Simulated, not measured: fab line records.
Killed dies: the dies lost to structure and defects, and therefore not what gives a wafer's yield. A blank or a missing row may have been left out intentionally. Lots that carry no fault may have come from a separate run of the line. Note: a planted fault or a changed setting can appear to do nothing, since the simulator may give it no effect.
A struck lot beside a sound one ; flow nand harc ; 36 steps out of a route of 1159
Sound: wafers L829.1, L829.4, L829.6. Wafers L840.1, L840.4, L840.5 were the ones struck. The cause comes at the end.
Each step with rows lists, per side, the tool, then ch with its chambers, then its first start. Under that, the readings that differ: sound wafers ; struck wafers ; difference of the means ; sigmas: that difference in standard deviations of wafers without a fault.
alike: readings whose means differ by less than 2 such deviations, and words and numbers that are the same on both sides. not compared: withheld readings, readings that some wafer has no value for, bounds like >300 that may hide the same value, and numbers for which the record gives no deviation and whose values overlap.
Wherever a step has rows on one side only, a row that says differs or no value, or a row with sigmas, the two part there. Numbers that don't overlap but have no deviation are shown without sigmas and don't part them. A reading that every wafer of one side lacks parts them only if that side has two wafers or more.

first, 3 steps without rows for these wafers: NHARC_A_STAIRCASE_PRECLEAN_318 (cleans in SC1); NHARC_A_STAIRCASE_SRD_329; NHARC_A_STAIRCASE_ALD_415 (deposits SiO2, target thk 30 nm, pulse time 6 s, ald cycles 300).
NHARC_A_STAIRCASE_ETCHBACK_416: etches the open film in C4F8/O2/Ar, target depth 36 nm, time 7.2 s.
  sound on rie diel-11 ch 1,2; struck on rie diel-02 ch 1,2
  alike: oes product au, rf vpp V
  not compared: rf hours counter h
then, 7 steps without rows for these wafers: NHARC_A_STAIRCASE_STRIP_476 (strips in O2, time 20 s); NHARC_A_STAIRCASE_DEP_417 (deposits Si3N4, target thk 60 nm); NHARC_A_STAIRCASE_WET_418 (chemistry H3PO4, target depth 20 nm); NHARC_A_STAIRCASE_PRECLEAN_419 (cleans in SC1); NHARC_A_STAIRCASE_SRD_421; NHARC_A_STAIRCASE_ALD_420 (deposits SiO2, target thk 20 nm, pulse time 6 s, ald cycles 200); NHARC_A_STAIRCASE_CVD_552 (deposits SiNx, target thk 40 nm).
NHARC_A_STAIRCASE_DEP_151: deposits SiO2, target thk 3800 nm.
  sound on pecvd-04 ch 0,2, day 14 11:02; struck on pecvd-02 ch 0,1,2, day 17 01:10
  alike: heater power w
  not compared: since wet clean h
then, 1 step without rows for these wafers: NHARC_A_STAIRCASE_ANNEAL_320 (time 1800 s).
NHARC_A_STAIRCASE_DEP_322: deposits SiO2, target thk 3800 nm.
  sound on pecvd-03 ch 0,1,2, day 14 17:53; struck on pecvd-04 ch 1,2, day 17 08:51
  alike: heater power w
  not compared: since wet clean h
then, 14 steps without rows for these wafers: NHARC_A_STAIRCASE_ANNEAL_323 (time 1800 s); NHARC_A_STAIRCASE_DEP_325 (deposits SiO2, target thk 3800 nm); NHARC_A_STAIRCASE_ANNEAL_326 (time 1800 s); NHARC_A_STAIRCASE_DEHYDRATE_433 (time 120 s); NHARC_A_STAIRCASE_HMDS_434 (time 30 s); NHARC_A_STAIRCASE_COAT_435; NHARC_A_STAIRCASE_SOFTBAKE_436 (time 170 s); NHARC_A_STAIRCASE_EBR_437; NHARC_A_STAIRCASE_EXPOSE_438 (exposes mask STAIR REV); NHARC_A_STAIRCASE_PEB_439 (peb time 130 s); NHARC_A_STAIRCASE_DEVELOP_440 (time 140 s); NHARC_A_STAIRCASE_HARDBAKE_442 (time 140 s); NHARC_A_STAIRCASE_DESCUM_443 (chemistry O2, time 3 s); NHARC_A_STAIRCASE_ETCH_444 (etches the open film in C4F8/O2, target depth 10200 nm, time 3400 s).
NHARC_A_STAIRCASE_STRIP_446: strips in O2.
  sound on plasma asher-01 ch 0,1, day 15 10:12; struck on plasma asher-01 ch 0,1, day 18 05:09
  alike: drypump motor current A, heater power w
  not compared: rf hours counter h
then, 3 steps without rows for these wafers: NHARC_A_STAIRCASE_STRIP_447 (strips in SPM, time 900 s); NHARC_A_STAIRCASE_PRECLEAN_448 (cleans in SC1); NHARC_A_STAIRCASE_SRD_449.
NHARC_A_STAIRCASE_CMP_450: polishes SiO2, target thk 200 nm.
  sound on cmp-03 ch 0,2, day 15 11:01; struck on cmp-03 ch 0,3, day 18 05:57
  alike: motor current A
NHARC_A_STAIRCASE_CMP_152: polishes.
  sound on cmp-03 ch 0,2, day 15 11:05; struck on cmp-03 ch 0,3, day 18 06:02
  alike: motor current A
then, 1 step without rows for these wafers: NHARC_A_STAIRCASE_SRD_154.
-- record jumps: 6 days between struck wafers' starts before vs after; left off in module A_STAIRCASE, resumes in module END, first step shown is number 1159 of the route --
NHARC_END_SORT_01:
  at this point the record logs the struck wafers (prober-02 ch 0, day 23 21:17) and has no rows for the sound ones

## WHERE THEY PART
At NHARC_END_SORT_01 and nowhere else, as far as this record goes.

WHY: what the simulator had put in
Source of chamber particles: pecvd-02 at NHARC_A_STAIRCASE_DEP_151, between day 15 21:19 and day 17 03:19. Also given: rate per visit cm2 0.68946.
